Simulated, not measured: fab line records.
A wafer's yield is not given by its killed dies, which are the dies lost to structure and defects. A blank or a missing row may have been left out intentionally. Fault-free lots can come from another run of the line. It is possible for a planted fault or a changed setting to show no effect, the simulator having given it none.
fab line records / flow nandHarc / part 2 of 2: steps 5 to 6 of 6
record: lots: 23 wafers: 69 lastDay: 33
route steps=1302 shown A_CONTACT@1093 A_BLC@1126 A_M0@1168 A_BONDPAD@1215 HYBRID_BOND@1237
lots that met no fault: from a run of the same line without faults
startH: hours from the record's first day to the start of the lot's first wafer shown / waitH: how many hours have passed since the lot's step before this one / " same as the row above / L1.1+2: one row covering several wafers at once / - value missing, or start not given / * or withheld: withheld / < > ~ a bound
route shown NAME@n: names a module that has steps shown in the file, with the first one's number in the route / usual: mean/standard deviation of fault-free wafers / same: alike in all rows / chamber/n: place in a boat / sites: the reading at each site / _std_site: the standard deviation of these / _edge_site: the outer-site mean with the inner-site mean subtracted / radiusMm: how far each site lies from the wafer's centre / mask NAME#n: copy n / behind: the tool/chamber that last shaped the wafer / hold: what put the lot on hold/how long, in hours/how the hold closed / device: the n, p or np transistor that did not switch / end of line: at the end of the route, the tests of the same wafers / a step with no rows: only its recipe / killed: dies lost to structure and defects at the first sort, not the wafer's yield / map: a wafer's dies, marking killed ones x, the rest . and places with no die _
set.NAME: setting as actually run; set.NAME@STEP: the setting as run at that earlier step / model.NAME: the simulator's own value behind a step, which no gauge read
a sample of lots followed through the steps of the route, with each step as a table and each wafer as a row
services: from which hour (startH, from the record's first day; less than 0 if before it) a tool's chamber was out of use, for how many hours, and why
== steps ==
step: NHARC_A_BONDPAD_CD_MEAS_09
recipe: targetCdNm: 500 landingEnergyEv: 500
usual: cdNm: 501.9/2.3
lot.wafer=L075.1 tool=cdSem-03 chamber=0 startH=531.02 waitH=- cdNm=503.2
lot.wafer=L075.2 tool=cdSem-03 chamber=0 startH=531.02 waitH=- cdNm=504.9
lot.wafer=L075.5 tool=cdSem-03 chamber=0 startH=531.02 waitH=- cdNm=501.5
lot.wafer=L074.1 tool=cdSem-03 chamber=0 startH=542.32 waitH=- cdNm=502.9
lot.wafer=L074.4 tool=cdSem-03 chamber=0 startH=542.32 waitH=- cdNm=500.3
lot.wafer=L074.6 tool=cdSem-03 chamber=0 startH=542.32 waitH=- cdNm=504.4
lot.wafer=L077.2 tool=cdSem-01 chamber=0 startH=548.17 waitH=- cdNm=505.1
lot.wafer=L077.3 tool=cdSem-01 chamber=0 startH=548.17 waitH=- cdNm=501.3
lot.wafer=L077.6 tool=cdSem-01 chamber=0 startH=548.17 waitH=- cdNm=505.8
lot.wafer=L076.2 tool=cdSem-02 chamber=0 startH=548.76 waitH=- cdNm=502.9
lot.wafer=L076.5 tool=cdSem-02 chamber=0 startH=548.76 waitH=- cdNm=500.5
lot.wafer=L076.6 tool=cdSem-02 chamber=0 startH=548.76 waitH=- cdNm=503.2
lot.wafer=L079.1 tool=cdSem-01 chamber=0 startH=565.25 waitH=- cdNm=500.3
lot.wafer=L079.2 tool=cdSem-01 chamber=0 startH=565.25 waitH=- cdNm=499.4
lot.wafer=L079.6 tool=cdSem-01 chamber=0 startH=565.25 waitH=- cdNm=501.4
lot.wafer=L078.1 tool=cdSem-01 chamber=0 startH=580.45 waitH=- cdNm=498.2
lot.wafer=L078.3 tool=cdSem-01 chamber=0 startH=580.45 waitH=- cdNm=500.5
lot.wafer=L078.6 tool=cdSem-01 chamber=0 startH=580.45 waitH=- cdNm=499.5
lot.wafer=L081.2 tool=cdSem-01 chamber=0 startH=596.24 waitH=- cdNm=499.5
lot.wafer=L081.3 tool=cdSem-01 chamber=0 startH=596.24 waitH=- cdNm=504.2
lot.wafer=L081.4 tool=cdSem-01 chamber=0 startH=596.24 waitH=- cdNm=502.1
lot.wafer=L082.3 tool=cdSem-02 chamber=0 startH=606.84 waitH=- cdNm=501.0
lot.wafer=L082.5 tool=cdSem-02 chamber=0 startH=606.84 waitH=- cdNm=503.9
lot.wafer=L082.6 tool=cdSem-02 chamber=0 startH=606.84 waitH=- cdNm=499.7
lot.wafer=L083.1 tool=cdSem-03 chamber=0 startH=618.59 waitH=- cdNm=505.1
lot.wafer=L083.2 tool=cdSem-03 chamber=0 startH=618.59 waitH=- cdNm=504.8
lot.wafer=L083.4 tool=cdSem-03 chamber=0 startH=618.59 waitH=- cdNm=507.3
lot.wafer=L084.1 tool=cdSem-02 chamber=0 startH=635.28 waitH=- cdNm=503.1
lot.wafer=L084.3 tool=cdSem-02 chamber=0 startH=635.28 waitH=- cdNm=498.9
lot.wafer=L084.5 tool=cdSem-02 chamber=0 startH=635.28 waitH=- cdNm=500.5
lot.wafer=L086.1 tool=cdSem-03 chamber=0 startH=637.64 waitH=- cdNm=498.9
lot.wafer=L086.2 tool=cdSem-03 chamber=0 startH=637.64 waitH=- cdNm=505.3
lot.wafer=L086.6 tool=cdSem-03 chamber=0 startH=637.64 waitH=- cdNm=501.6
lot.wafer=L085.1 tool=cdSem-02 chamber=0 startH=645.12 waitH=- cdNm=506.3
lot.wafer=L085.2 tool=cdSem-02 chamber=0 startH=645.12 waitH=- cdNm=501.3
lot.wafer=L085.3 tool=cdSem-02 chamber=0 startH=645.12 waitH=- cdNm=503.7
lot.wafer=L080.2 tool=cdSem-01 chamber=0 startH=659.84 waitH=- cdNm=500.4
lot.wafer=L080.3 tool=cdSem-01 chamber=0 startH=659.84 waitH=- cdNm=502.9
lot.wafer=L080.4 tool=cdSem-01 chamber=0 startH=659.84 waitH=- cdNm=502.5
lot.wafer=L088.3 tool=cdSem-03 chamber=0 startH=660.52 waitH=- cdNm=503.5
lot.wafer=L088.4 tool=cdSem-03 chamber=0 startH=660.52 waitH=- cdNm=499.7
lot.wafer=L088.6 tool=cdSem-03 chamber=0 startH=660.52 waitH=- cdNm=502.6
lot.wafer=L089.2 tool=cdSem-03 chamber=0 startH=662.05 waitH=- cdNm=502.1
lot.wafer=L089.3 tool=cdSem-03 chamber=0 startH=662.05 waitH=- cdNm=500.1
lot.wafer=L089.4 tool=cdSem-03 chamber=0 startH=662.05 waitH=- cdNm=503.4
lot.wafer=L090.2 tool=cdSem-01 chamber=0 startH=693.89 waitH=- cdNm=502.0
lot.wafer=L090.5 tool=cdSem-01 chamber=0 startH=693.89 waitH=- cdNm=500.8
lot.wafer=L090.6 tool=cdSem-01 chamber=0 startH=693.89 waitH=- cdNm=500.9
lot.wafer=L091.2 tool=cdSem-01 chamber=0 startH=713.54 waitH=- cdNm=500.2
lot.wafer=L091.4 tool=cdSem-01 chamber=0 startH=713.54 waitH=- cdNm=503.2
lot.wafer=L091.5 tool=cdSem-01 chamber=0 startH=713.54 waitH=- cdNm=504.1
lot.wafer=L092.4 tool=cdSem-03 chamber=0 startH=724.72 waitH=- cdNm=505.5
lot.wafer=L092.5 tool=cdSem-03 chamber=0 startH=724.72 waitH=- cdNm=503.4
lot.wafer=L092.6 tool=cdSem-03 chamber=0 startH=724.72 waitH=- cdNm=505.7
lot.wafer=L093.2 tool=cdSem-01 chamber=0 startH=729.90 waitH=- cdNm=502.2
lot.wafer=L093.4 tool=cdSem-01 chamber=0 startH=729.90 waitH=- cdNm=499.2
lot.wafer=L093.6 tool=cdSem-01 chamber=0 startH=729.90 waitH=- cdNm=498.6
lot.wafer=L094.2 tool=cdSem-03 chamber=0 startH=731.40 waitH=- cdNm=497.7
lot.wafer=L094.4 tool=cdSem-03 chamber=0 startH=731.40 waitH=- cdNm=499.0
lot.wafer=L094.5 tool=cdSem-03 chamber=0 startH=731.40 waitH=- cdNm=501.2
lot.wafer=L095.1 tool=cdSem-02 chamber=0 startH=740.59 waitH=- cdNm=506.0
lot.wafer=L095.2 tool=cdSem-02 chamber=0 startH=740.59 waitH=- cdNm=503.1
lot.wafer=L095.5 tool=cdSem-02 chamber=0 startH=740.59 waitH=- cdNm=504.8
lot.wafer=L097.1 tool=cdSem-03 chamber=0 startH=743.03 waitH=- cdNm=502.5
lot.wafer=L097.2 tool=cdSem-03 chamber=0 startH=743.03 waitH=- cdNm=501.6
lot.wafer=L097.3 tool=cdSem-03 chamber=0 startH=743.03 waitH=- cdNm=496.9
lot.wafer=L096.3 tool=cdSem-01 chamber=0 startH=743.65 waitH=- cdNm=499.4
lot.wafer=L096.5 tool=cdSem-01 chamber=0 startH=743.65 waitH=- cdNm=502.7
lot.wafer=L096.6 tool=cdSem-01 chamber=0 startH=743.65 waitH=- cdNm=498.9
step: NHARC_HYBRID_BOND_ACTIVATE_00
recipe: timeS: 60 n2FlowSccm: 200 arFlowSccm: 0 biasPowerW: 0 chemistry: N2
usual: drypumpMotorCurrentA: 5.7/0.37 n2FlowSccm: 200.0/0.62 oesProductAu: 0.993/0.012 rfVppV: 63.6/0.9 showerheadPlenumPTorr: 1.69/0.061
lot.wafer=L075.1 tool=rieDiel-07 chamber=2 startH=533.87 waitH=0.1 drypumpMotorCurrentA=6.3 n2FlowSccm=201.0 oesProductAu=0.989 rfHoursCounterH=4 rfVppV=62.9 showerheadPlenumPTorr=1.69
lot.wafer=L075.2 tool=rieDiel-07 chamber=0 startH=533.87 waitH=0.1 drypumpMotorCurrentA=5.7 n2FlowSccm=199.8 oesProductAu=0.985 rfHoursCounterH=4 rfVppV=64.1 showerheadPlenumPTorr=1.65
lot.wafer=L075.5 tool=rieDiel-07 chamber=1 startH=533.87 waitH=0.1 drypumpMotorCurrentA=5.6 n2FlowSccm=199.8 oesProductAu=1.000 rfHoursCounterH=- rfVppV=63.0 showerheadPlenumPTorr=1.63
lot.wafer=L074.1 tool=rieDiel-07 chamber=0 startH=545.17 waitH=0.1 drypumpMotorCurrentA=5.7 n2FlowSccm=200.7 oesProductAu=0.982 rfHoursCounterH=4 rfVppV=64.0 showerheadPlenumPTorr=1.65
lot.wafer=L074.4 tool=rieDiel-07 chamber=1 startH=545.17 waitH=0.1 drypumpMotorCurrentA=5.6 n2FlowSccm=199.9 oesProductAu=0.986 rfHoursCounterH=4 rfVppV=63.2 showerheadPlenumPTorr=1.63
lot.wafer=L074.6 tool=rieDiel-07 chamber=3 startH=545.17 waitH=0.1 drypumpMotorCurrentA=5.4 n2FlowSccm=199.9 oesProductAu=0.974 rfHoursCounterH=- rfVppV=63.3 showerheadPlenumPTorr=1.77
lot.wafer=L077.3 tool=rieDiel-07 chamber=2 startH=551.08 waitH=0.1 drypumpMotorCurrentA=6.3 n2FlowSccm=200.5 oesProductAu=0.993 rfHoursCounterH=5 rfVppV=62.0 showerheadPlenumPTorr=1.69
lot.wafer=L077.2 tool=rieDiel-07 chamber=3 startH=551.08 waitH=0.1 drypumpMotorCurrentA=5.4 n2FlowSccm=200.9 oesProductAu=0.994 rfHoursCounterH=5 rfVppV=64.4 showerheadPlenumPTorr=1.77
lot.wafer=L077.6 tool=rieDiel-07 chamber=0 startH=551.08 waitH=0.1 drypumpMotorCurrentA=5.6 n2FlowSccm=200.4 oesProductAu=0.999 rfHoursCounterH=- rfVppV=64.9 showerheadPlenumPTorr=1.65
lot.wafer=L076.2 tool=rieDiel-07 chamber=0 startH=551.68 waitH=0.1 drypumpMotorCurrentA=5.6 n2FlowSccm=200.4 oesProductAu=0.999 rfHoursCounterH=5 rfVppV=61.4 showerheadPlenumPTorr=1.65
lot.wafer=L076.5 tool=rieDiel-07 chamber=3 startH=551.68 waitH=0.1 drypumpMotorCurrentA=5.4 n2FlowSccm=198.8 oesProductAu=0.980 rfHoursCounterH=- rfVppV=64.7 showerheadPlenumPTorr=1.77
lot.wafer=L076.6 tool=rieDiel-07 chamber=0 startH=551.68 waitH=0.1 drypumpMotorCurrentA=5.6 n2FlowSccm=199.8 oesProductAu=0.988 rfHoursCounterH=- rfVppV=64.7 showerheadPlenumPTorr=1.65
lot.wafer=L079.2 tool=rieDiel-07 chamber=1 startH=568.70 waitH=0.2 drypumpMotorCurrentA=5.6 n2FlowSccm=200.1 oesProductAu=1.000 rfHoursCounterH=5 rfVppV=64.5 showerheadPlenumPTorr=1.63
lot.wafer=L079.1 tool=rieDiel-07 chamber=3 startH=568.70 waitH=0.2 drypumpMotorCurrentA=5.4 n2FlowSccm=201.2 oesProductAu=0.979 rfHoursCounterH=6 rfVppV=63.9 showerheadPlenumPTorr=1.77
lot.wafer=L079.6 tool=rieDiel-07 chamber=0 startH=568.70 waitH=0.2 drypumpMotorCurrentA=5.7 n2FlowSccm=199.8 oesProductAu=0.996 rfHoursCounterH=- rfVppV=63.8 showerheadPlenumPTorr=1.65
lot.wafer=L078.1 tool=rieDiel-07 chamber=2 startH=583.31 waitH=0.1 drypumpMotorCurrentA=6.3 n2FlowSccm=200.0 oesProductAu=0.992 rfHoursCounterH=7 rfVppV=63.0 showerheadPlenumPTorr=1.69
lot.wafer=L078.3 tool=rieDiel-07 chamber=0 startH=583.31 waitH=0.1 drypumpMotorCurrentA=5.6 n2FlowSccm=200.4 oesProductAu=1.000 rfHoursCounterH=6 rfVppV=62.2 showerheadPlenumPTorr=1.65
lot.wafer=L078.6 tool=rieDiel-07 chamber=2 startH=583.31 waitH=0.1 drypumpMotorCurrentA=6.3 n2FlowSccm=200.4 oesProductAu=1.004 rfHoursCounterH=- rfVppV=64.9 showerheadPlenumPTorr=1.69
lot.wafer=L081.4 tool=rieDiel-06 chamber=0 startH=599.15 waitH=0.1 drypumpMotorCurrentA=6.0 n2FlowSccm=199.8 oesProductAu=0.995 rfHoursCounterH=42 rfVppV=63.8 showerheadPlenumPTorr=1.69
lot.wafer=L081.3 tool=rieDiel-06 chamber=1 startH=599.15 waitH=0.1 drypumpMotorCurrentA=5.4 n2FlowSccm=200.4 oesProductAu=1.006 rfHoursCounterH=41 rfVppV=64.6 showerheadPlenumPTorr=1.89
lot.wafer=L081.2 tool=rieDiel-06 chamber=2 startH=599.15 waitH=0.1 drypumpMotorCurrentA=5.5 n2FlowSccm=200.3 oesProductAu=1.005 rfHoursCounterH=38 rfVppV=63.8 showerheadPlenumPTorr=1.69
lot.wafer=L082.3 tool=rieDiel-07 chamber=3 startH=609.72 waitH=0.1 drypumpMotorCurrentA=5.4 n2FlowSccm=199.8 oesProductAu=0.983 rfHoursCounterH=9 rfVppV=63.9 showerheadPlenumPTorr=1.77
lot.wafer=L082.5 tool=rieDiel-07 chamber=3 startH=609.72 waitH=0.1 drypumpMotorCurrentA=5.4 n2FlowSccm=200.0 oesProductAu=0.979 rfHoursCounterH=- rfVppV=64.1 showerheadPlenumPTorr=1.77
lot.wafer=L082.6 tool=rieDiel-07 chamber=0 startH=609.72 waitH=0.1 drypumpMotorCurrentA=5.7 n2FlowSccm=200.3 oesProductAu=1.004 rfHoursCounterH=- rfVppV=65.6 showerheadPlenumPTorr=1.64
lot.wafer=L083.4 tool=rieDiel-07 chamber=0 startH=621.44 waitH=0.1 drypumpMotorCurrentA=5.7 n2FlowSccm=201.0 oesProductAu=1.007 rfHoursCounterH=9 rfVppV=63.1 showerheadPlenumPTorr=1.64
lot.wafer=L083.1 tool=rieDiel-07 chamber=1 startH=621.44 waitH=0.1 drypumpMotorCurrentA=5.6 n2FlowSccm=200.4 oesProductAu=0.998 rfHoursCounterH=9 rfVppV=62.1 showerheadPlenumPTorr=1.63
lot.wafer=L083.2 tool=rieDiel-07 chamber=2 startH=621.44 waitH=0.1 drypumpMotorCurrentA=6.3 n2FlowSccm=199.0 oesProductAu=0.995 rfHoursCounterH=10 rfVppV=61.7 showerheadPlenumPTorr=1.69
lot.wafer=L084.1 tool=rieDiel-07 chamber=0 startH=638.69 waitH=0.1 drypumpMotorCurrentA=5.7 n2FlowSccm=200.3 oesProductAu=0.995 rfHoursCounterH=11 rfVppV=63.4 showerheadPlenumPTorr=1.64
lot.wafer=L084.3 tool=rieDiel-07 chamber=1 startH=638.69 waitH=0.1 drypumpMotorCurrentA=5.6 n2FlowSccm=200.5 oesProductAu=0.997 rfHoursCounterH=11 rfVppV=62.3 showerheadPlenumPTorr=1.63
lot.wafer=L084.5 tool=rieDiel-07 chamber=2 startH=638.69 waitH=0.1 drypumpMotorCurrentA=6.3 n2FlowSccm=200.4 oesProductAu=0.998 rfHoursCounterH=- rfVppV=63.5 showerheadPlenumPTorr=1.69
lot.wafer=L086.2 tool=rieDiel-07 chamber=0 startH=640.46 waitH=0.1 drypumpMotorCurrentA=5.7 n2FlowSccm=200.8 oesProductAu=1.001 rfHoursCounterH=11 rfVppV=61.9 showerheadPlenumPTorr=1.64
lot.wafer=L086.1 tool=rieDiel-07 chamber=2 startH=640.46 waitH=0.1 drypumpMotorCurrentA=6.3 n2FlowSccm=200.5 oesProductAu=0.995 rfHoursCounterH=12 rfVppV=62.9 showerheadPlenumPTorr=1.69
lot.wafer=L086.6 tool=rieDiel-07 chamber=0 startH=640.46 waitH=0.1 drypumpMotorCurrentA=5.7 n2FlowSccm=199.5 oesProductAu=0.999 rfHoursCounterH=- rfVppV=64.6 showerheadPlenumPTorr=1.64
lot.wafer=L085.3 tool=rieDiel-07 chamber=3 startH=648.12 waitH=0.1 drypumpMotorCurrentA=5.4 n2FlowSccm=198.6 oesProductAu=0.990 rfHoursCounterH=13 rfVppV=62.4 showerheadPlenumPTorr=1.77
lot.wafer=L085.1 tool=rieDiel-07 chamber=0 startH=648.12 waitH=0.1 drypumpMotorCurrentA=5.7 n2FlowSccm=200.8 oesProductAu=1.010 rfHoursCounterH=12 rfVppV=63.4 showerheadPlenumPTorr=1.64
lot.wafer=L085.2 tool=rieDiel-07 chamber=1 startH=648.12 waitH=0.1 drypumpMotorCurrentA=5.6 n2FlowSccm=200.4 oesProductAu=1.010 rfHoursCounterH=12 rfVppV=63.4 showerheadPlenumPTorr=1.63
lot.wafer=L080.4 tool=rieDiel-07 chamber=2 startH=662.69 waitH=0.1 drypumpMotorCurrentA=6.3 n2FlowSccm=199.8 oesProductAu=0.996 rfHoursCounterH=0 rfVppV=63.9 showerheadPlenumPTorr=1.69
lot.wafer=L080.2 tool=rieDiel-07 chamber=3 startH=662.69 waitH=0.1 drypumpMotorCurrentA=5.4 n2FlowSccm=199.8 oesProductAu=0.974 rfHoursCounterH=0 rfVppV=63.4 showerheadPlenumPTorr=1.76
lot.wafer=L080.3 tool=rieDiel-07 chamber=0 startH=662.69 waitH=0.1 drypumpMotorCurrentA=5.7 n2FlowSccm=199.9 oesProductAu=1.008 rfHoursCounterH=0 rfVppV=63.0 showerheadPlenumPTorr=1.64
lot.wafer=L088.4 tool=rieDiel-07 chamber=3 startH=663.39 waitH=0.1 drypumpMotorCurrentA=5.4 n2FlowSccm=200.3 oesProductAu=0.969 rfHoursCounterH=0 rfVppV=63.8 showerheadPlenumPTorr=1.76
lot.wafer=L088.3 tool=rieDiel-07 chamber=0 startH=663.39 waitH=0.1 drypumpMotorCurrentA=5.7 n2FlowSccm=200.0 oesProductAu=1.015 rfHoursCounterH=0 rfVppV=64.0 showerheadPlenumPTorr=1.64
lot.wafer=L088.6 tool=rieDiel-07 chamber=0 startH=663.39 waitH=0.1 drypumpMotorCurrentA=5.7 n2FlowSccm=200.3 oesProductAu=1.007 rfHoursCounterH=- rfVppV=63.0 showerheadPlenumPTorr=1.64
lot.wafer=L089.3 tool=rieDiel-07 chamber=2 startH=665.30 waitH=0.1 drypumpMotorCurrentA=6.3 n2FlowSccm=200.5 oesProductAu=0.993 rfHoursCounterH=0 rfVppV=64.2 showerheadPlenumPTorr=1.69
lot.wafer=L089.4 tool=rieDiel-07 chamber=3 startH=665.30 waitH=0.1 drypumpMotorCurrentA=5.4 n2FlowSccm=200.6 oesProductAu=0.972 rfHoursCounterH=0 rfVppV=64.8 showerheadPlenumPTorr=1.77
lot.wafer=L089.2 tool=rieDiel-07 chamber=0 startH=665.30 waitH=0.1 drypumpMotorCurrentA=5.6 n2FlowSccm=198.8 oesProductAu=1.015 rfHoursCounterH=0 rfVppV=63.0 showerheadPlenumPTorr=1.64
lot.wafer=L090.2 tool=rieDiel-07 chamber=2 startH=696.76 waitH=0.1 drypumpMotorCurrentA=6.4 n2FlowSccm=200.7 oesProductAu=0.994 rfHoursCounterH=3 rfVppV=63.6 showerheadPlenumPTorr=1.69
lot.wafer=L090.5 tool=rieDiel-07 chamber=0 startH=696.76 waitH=0.1 drypumpMotorCurrentA=5.7 n2FlowSccm=200.3 oesProductAu=0.989 rfHoursCounterH=- rfVppV=63.9 showerheadPlenumPTorr=1.64
lot.wafer=L090.6 tool=rieDiel-07 chamber=1 startH=696.76 waitH=0.1 drypumpMotorCurrentA=5.6 n2FlowSccm=200.2 oesProductAu=0.988 rfHoursCounterH=- rfVppV=62.9 showerheadPlenumPTorr=1.63
lot.wafer=L091.4 tool=rieDiel-13 chamber=0 startH=716.89 waitH=0.1 drypumpMotorCurrentA=6.0 n2FlowSccm=199.3 oesProductAu=1.002 rfHoursCounterH=3 rfVppV=65.0 showerheadPlenumPTorr=1.80
lot.wafer=L091.2 tool=rieDiel-13 chamber=2 startH=716.89 waitH=0.1 drypumpMotorCurrentA=5.4 n2FlowSccm=200.0 oesProductAu=0.979 rfHoursCounterH=3 rfVppV=64.8 showerheadPlenumPTorr=1.80
lot.wafer=L091.5 tool=rieDiel-13 chamber=0 startH=716.89 waitH=0.1 drypumpMotorCurrentA=6.0 n2FlowSccm=199.8 oesProductAu=1.011 rfHoursCounterH=- rfVppV=65.4 showerheadPlenumPTorr=1.80
lot.wafer=L092.4 tool=rieDiel-07 chamber=1 startH=727.58 waitH=0.1 drypumpMotorCurrentA=5.6 n2FlowSccm=199.8 oesProductAu=0.987 rfHoursCounterH=6 rfVppV=64.0 showerheadPlenumPTorr=1.62
lot.wafer=L092.5 tool=rieDiel-07 chamber=2 startH=727.58 waitH=0.1 drypumpMotorCurrentA=6.3 n2FlowSccm=201.8 oesProductAu=0.994 rfHoursCounterH=- rfVppV=63.6 showerheadPlenumPTorr=1.69
lot.wafer=L092.6 tool=rieDiel-07 chamber=3 startH=727.58 waitH=0.1 drypumpMotorCurrentA=5.4 n2FlowSccm=199.5 oesProductAu=0.980 rfHoursCounterH=- rfVppV=65.0 showerheadPlenumPTorr=1.76
lot.wafer=L093.4 tool=rieDiel-07 chamber=3 startH=732.71 waitH=0.1 drypumpMotorCurrentA=5.4 n2FlowSccm=199.7 oesProductAu=0.977 rfHoursCounterH=5 rfVppV=63.9 showerheadPlenumPTorr=1.76
lot.wafer=L093.2 tool=rieDiel-07 chamber=0 startH=732.71 waitH=0.1 drypumpMotorCurrentA=5.7 n2FlowSccm=199.4 oesProductAu=1.001 rfHoursCounterH=5 rfVppV=63.6 showerheadPlenumPTorr=1.64
lot.wafer=L093.6 tool=rieDiel-07 chamber=0 startH=732.71 waitH=0.1 drypumpMotorCurrentA=5.7 n2FlowSccm=199.9 oesProductAu=1.007 rfHoursCounterH=- rfVppV=63.1 showerheadPlenumPTorr=1.64
lot.wafer=L094.2 tool=rieDiel-07 chamber=0 startH=734.25 waitH=0.1 drypumpMotorCurrentA=5.7 n2FlowSccm=200.1 oesProductAu=1.006 rfHoursCounterH=6 rfVppV=62.8 showerheadPlenumPTorr=1.64
lot.wafer=L094.4 tool=rieDiel-07 chamber=2 startH=734.25 waitH=0.1 drypumpMotorCurrentA=6.3 n2FlowSccm=199.5 oesProductAu=1.003 rfHoursCounterH=6 rfVppV=62.9 showerheadPlenumPTorr=1.69
lot.wafer=L094.5 tool=rieDiel-07 chamber=3 startH=734.25 waitH=0.1 drypumpMotorCurrentA=5.4 n2FlowSccm=199.5 oesProductAu=0.980 rfHoursCounterH=- rfVppV=62.7 showerheadPlenumPTorr=1.76
lot.wafer=L095.1 tool=rieDiel-07 chamber=0 startH=743.45 waitH=0.1 drypumpMotorCurrentA=5.7 n2FlowSccm=199.3 oesProductAu=1.011 rfHoursCounterH=6 rfVppV=64.0 showerheadPlenumPTorr=1.64
lot.wafer=L095.2 tool=rieDiel-07 chamber=3 startH=743.45 waitH=0.1 drypumpMotorCurrentA=5.4 n2FlowSccm=200.5 oesProductAu=0.977 rfHoursCounterH=6 rfVppV=64.6 showerheadPlenumPTorr=1.76
lot.wafer=L095.5 tool=rieDiel-07 chamber=0 startH=743.45 waitH=0.1 drypumpMotorCurrentA=5.7 n2FlowSccm=200.7 oesProductAu=1.013 rfHoursCounterH=- rfVppV=62.9 showerheadPlenumPTorr=1.64
lot.wafer=L097.3 tool=rieDiel-07 chamber=0 startH=745.87 waitH=0.1 drypumpMotorCurrentA=5.6 n2FlowSccm=198.7 oesProductAu=1.009 rfHoursCounterH=7 rfVppV=63.2 showerheadPlenumPTorr=1.64
lot.wafer=L097.2 tool=rieDiel-07 chamber=1 startH=745.87 waitH=0.1 drypumpMotorCurrentA=5.6 n2FlowSccm=199.3 oesProductAu=0.994 rfHoursCounterH=7 rfVppV=61.8 showerheadPlenumPTorr=1.62
lot.wafer=L097.1 tool=rieDiel-07 chamber=3 startH=745.87 waitH=0.1 drypumpMotorCurrentA=5.4 n2FlowSccm=199.9 oesProductAu=0.985 rfHoursCounterH=6 rfVppV=64.8 showerheadPlenumPTorr=1.76
lot.wafer=L096.3 tool=rieDiel-07 chamber=0 startH=746.48 waitH=0.1 drypumpMotorCurrentA=5.7 n2FlowSccm=199.5 oesProductAu=1.005 rfHoursCounterH=7 rfVppV=63.5 showerheadPlenumPTorr=1.64
lot.wafer=L096.5 tool=rieDiel-07 chamber=3 startH=746.48 waitH=0.1 drypumpMotorCurrentA=5.4 n2FlowSccm=199.5 oesProductAu=0.982 rfHoursCounterH=- rfVppV=63.9 showerheadPlenumPTorr=1.76
lot.wafer=L096.6 tool=rieDiel-07 chamber=0 startH=746.48 waitH=0.1 drypumpMotorCurrentA=5.6 n2FlowSccm=199.2 oesProductAu=1.007 rfHoursCounterH=- rfVppV=63.3 showerheadPlenumPTorr=1.64
== services ==
tool=rieDiel-02 chamber=1 startH=493.79 hours=33.7 kind=repair
tool=rieDiel-02 chamber=0 startH=513.70 hours=3.2 kind=repair
tool=cmp-03 chamber=- startH=518.14 hours=0.3 kind=repair
tool=cmp-01 chamber=- startH=537.94 hours=1.0 kind=repair
tool=cmp-03 chamber=- startH=544.91 hours=1.6 kind=repair
tool=rieDiel-07 chamber=1 startH=545.73 hours=19.5 kind=repair
tool=pecvd-01 chamber=- startH=551.67 hours=13.0 kind=pm
tool=rieDiel-02 chamber=- startH=571.04 hours=9.0 kind=pm
tool=cmp-01 chamber=- startH=577.60 hours=4.0 kind=pm
tool=pecvd-02 chamber=- startH=589.13 hours=13.0 kind=pm
tool=pecvd-01 chamber=2 startH=591.15 hours=2.3 kind=repair
tool=rieDiel-02 chamber=3 startH=603.32 hours=5.1 kind=repair
tool=rieDiel-07 chamber=2 startH=604.28 hours=2.5 kind=repair
tool=pecvd-02 chamber=1 startH=635.27 hours=8.1 kind=repair
tool=rieDiel-03 chamber=- startH=635.30 hours=9.0 kind=pm
tool=rieDiel-07 chamber=- startH=648.20 hours=9.0 kind=pm
tool=pecvd-02 chamber=0 startH=669.83 hours=5.5 kind=repair
tool=pecvd-02 chamber=1 startH=670.17 hours=6.6 kind=repair
tool=cmp-01 chamber=- startH=675.60 hours=4.0 kind=pm
tool=rieDiel-07 chamber=- startH=691.65 hours=0.7 kind=repair
tool=cmp-01 chamber=- startH=693.64 hours=2.1 kind=repair
tool=cmp-01 chamber=- startH=700.54 hours=2.5 kind=repair
tool=pecvd-02 chamber=0 startH=713.38 hours=2.0 kind=repair
tool=pecvd-01 chamber=- startH=732.67 hours=13.0 kind=pm
